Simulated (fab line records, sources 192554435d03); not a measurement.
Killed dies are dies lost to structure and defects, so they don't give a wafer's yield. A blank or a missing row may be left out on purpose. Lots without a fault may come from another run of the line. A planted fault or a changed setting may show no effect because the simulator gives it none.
Chamber matching | flow n5_finfet | N5_BEOL_M1_ETCHBACK_99 on rie_diel-04: 4 sister chambers
The step etches SiO2 in CHF3, target depth 5 nm, time 10.4 s. 4 wafers are shown with their chamber, then 9 later ones without.

WAFERS WITH THEIR CHAMBER
wafer  | chamber | drypump_motor_current_A (A)
L087.1 | 0       | 5.9
L089.1 | 1       | 5.3
L089.5 | 2       | 5.7
L089.6 | 3       | 5.2

WAFERS WITHOUT THEIR CHAMBER
wafer  | drypump_motor_current_A (A)
L090.1 | 5.1
L090.3 | 5.7
L090.6 | 5.3
L095.2 | 5.9
L095.5 | 5.9
L095.6 | 5.2
L097.2 | 5.9
L097.3 | 5.7
L097.5 | 5.7

WHICH CHAMBER EACH WENT THROUGH
wafer  | from the rows above | in truth
L090.1 | 3                   | 3
L090.3 | 2                   | 2
L090.6 | 1                   | 1
L095.2 | 0                   | 0
L095.5 | 0                   | 0
L095.6 | 3                   | 3
L097.2 | 0                   | 0
L097.3 | 2                   | 2
L097.5 | 2                   | 2
Placed correctly: 9 of 9. Can't be placed from these rows: 0. Placed wrongly: 0.
How it was worked out, from the rows above alone: a wafer's distance from a chamber is the root of the sum, over the readings, of the square of ((its reading less the chamber's mean) divided by the reading's scatter). The wafer belongs to the nearest chamber; if the next one is less than 2 further off, it can't be placed. A chamber's mean is the mean of its shown wafers. The scatter: with one shown wafer a chamber, the root of the mean of the squares of how far each hidden wafer lies from its nearest shown one.
